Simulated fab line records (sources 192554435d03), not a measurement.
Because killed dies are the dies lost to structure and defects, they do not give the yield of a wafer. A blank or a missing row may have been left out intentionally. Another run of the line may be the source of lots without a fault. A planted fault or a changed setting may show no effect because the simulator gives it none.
Matching of chambers :: flow n5 finfet :: N5_BEOL_M6_STRIP_36 on rie diel-02: 4 sister chambers
The step strips in N2/H2. 20 wafers are shown with their chamber, then 10 later ones without.

## WAFERS PAIRED WITH THEIR CHAMBERS
wafer: L077.3
chamber: 2
drypump motor current A (A): 4.9
showerhead plenum p Torr (Torr): 2.56
throttle valve pct (%): 23.93

wafer: L077.4
chamber: 2
drypump motor current A (A): 5.0
showerhead plenum p Torr (Torr): 2.56
throttle valve pct (%): 23.99

wafer: L077.6
chamber: 1
drypump motor current A (A): 6.7
showerhead plenum p Torr (Torr): 2.48
throttle valve pct (%): 23.55

wafer: L079.1
chamber: 1
drypump motor current A (A): 6.7
showerhead plenum p Torr (Torr): 2.48
throttle valve pct (%): 23.55

wafer: L079.5
chamber: 2
drypump motor current A (A): 5.0
showerhead plenum p Torr (Torr): 2.55
throttle valve pct (%): 23.97

wafer: L079.6
chamber: 3
drypump motor current A (A): 5.9
showerhead plenum p Torr (Torr): 2.69
throttle valve pct (%): 23.49

wafer: L080.1
chamber: 2
drypump motor current A (A): 5.0
showerhead plenum p Torr (Torr): 2.55
throttle valve pct (%): 24.00

wafer: L080.4
chamber: 0
drypump motor current A (A): 5.0
showerhead plenum p Torr (Torr): 2.71
throttle valve pct (%): 23.49

wafer: L080.6
chamber: 2
drypump motor current A (A): 5.0
showerhead plenum p Torr (Torr): 2.55
throttle valve pct (%): 23.98

wafer: L084.1
chamber: 3
drypump motor current A (A): 5.9
showerhead plenum p Torr (Torr): 2.69
throttle valve pct (%): 23.51

wafer: L084.2
chamber: 1
drypump motor current A (A): 6.7
showerhead plenum p Torr (Torr): 2.48
throttle valve pct (%): 23.58

wafer: L084.3
chamber: 2
drypump motor current A (A): 5.0
showerhead plenum p Torr (Torr): 2.55
throttle valve pct (%): 23.96

wafer: L085.2
chamber: 0
drypump motor current A (A): 5.0
showerhead plenum p Torr (Torr): 2.70
throttle valve pct (%): 23.50

wafer: L085.3
chamber: 2
drypump motor current A (A): 5.0
showerhead plenum p Torr (Torr): 2.55
throttle valve pct (%): 23.99

wafer: L085.4
chamber: 3
drypump motor current A (A): 5.9
showerhead plenum p Torr (Torr): 2.69
throttle valve pct (%): 23.49

wafer: L087.2
chamber: 1
drypump motor current A (A): 6.7
showerhead plenum p Torr (Torr): 2.48
throttle valve pct (%): 23.55

wafer: L087.3
chamber: 3
drypump motor current A (A): 5.9
showerhead plenum p Torr (Torr): 2.69
throttle valve pct (%): 23.45

wafer: L087.6
chamber: 0
drypump motor current A (A): 5.0
showerhead plenum p Torr (Torr): 2.70
throttle valve pct (%): 23.50

wafer: L089.3
chamber: 3
drypump motor current A (A): 5.9
showerhead plenum p Torr (Torr): 2.68
throttle valve pct (%): 23.52

wafer: L089.5
chamber: 2
drypump motor current A (A): 4.9
showerhead plenum p Torr (Torr): 2.55
throttle valve pct (%): 23.97

SIGNATURES (averages over the wafers above)
reading: drypump motor current A
chamber 0: 5.000
chamber 1: 6.700
chamber 2: 4.975
chamber 3: 5.900
scatter within a chamber: 0.0306

reading: showerhead plenum p Torr
chamber 0: 2.7033
chamber 1: 2.4800
chamber 2: 2.5525
chamber 3: 2.6880
scatter within a chamber: 0.00431

reading: throttle valve pct
chamber 0: 23.4967
chamber 1: 23.5575
chamber 2: 23.9737
chamber 3: 23.4920
scatter within a chamber: 0.0209
Rule: for a wafer and a chamber, the distance is found by dividing, reading by reading, the gap between the wafer's reading and the chamber's mean by the reading's scatter, squaring, summing and taking the root. If the next closest chamber is less than 2 further off than the closest, the wafer can't be placed; otherwise it belongs to the closest. How the scatter is found: for the shown wafers, subtract from each reading the mean of its chamber, square and add these, divide the total by (wafers less chambers), then take the root.

## WAFERS WHOSE CHAMBER IS MISSING
wafer: L089.6
drypump motor current A (A): 6.7
showerhead plenum p Torr (Torr): 2.48
throttle valve pct (%): 23.57

wafer: L088.1
drypump motor current A (A): 5.9
showerhead plenum p Torr (Torr): 2.69
throttle valve pct (%): 23.51

wafer: L088.3
drypump motor current A (A): 5.0
showerhead plenum p Torr (Torr): 2.70
throttle valve pct (%): 23.51

wafer: L088.4
drypump motor current A (A): 4.9
showerhead plenum p Torr (Torr): 2.55
throttle valve pct (%): 24.00

wafer: L091.2
drypump motor current A (A): 5.9
showerhead plenum p Torr (Torr): 2.68
throttle valve pct (%): 23.51

wafer: L091.5
drypump motor current A (A): 4.9
showerhead plenum p Torr (Torr): 2.55
throttle valve pct (%): 24.02

wafer: L091.6
drypump motor current A (A): 6.7
showerhead plenum p Torr (Torr): 2.48
throttle valve pct (%): 23.58

wafer: L095.1
drypump motor current A (A): 5.9
showerhead plenum p Torr (Torr): 2.68
throttle valve pct (%): 23.55

wafer: L095.2
drypump motor current A (A): 6.7
showerhead plenum p Torr (Torr): 2.47
throttle valve pct (%): 23.60

wafer: L095.4
drypump motor current A (A): 5.0
showerhead plenum p Torr (Torr): 2.54
throttle valve pct (%): 24.03

## CHAMBER TAKEN BY EACH
wafer: L089.6
from the rows above: 1
in truth: 1

wafer: L088.1
from the rows above: 3
in truth: 3

wafer: L088.3
from the rows above: 0
in truth: 0

wafer: L088.4
from the rows above: 2
in truth: 2

wafer: L091.2
from the rows above: 3
in truth: 3

wafer: L091.5
from the rows above: 2
in truth: 2

wafer: L091.6
from the rows above: 1
in truth: 1

wafer: L095.1
from the rows above: 3
in truth: 3

wafer: L095.2
from the rows above: 1
in truth: 1

wafer: L095.4
from the rows above: 2
in truth: 2
Placed correctly: 10 of 10. Not placeable from these rows: 0. Number placed wrongly: 0.
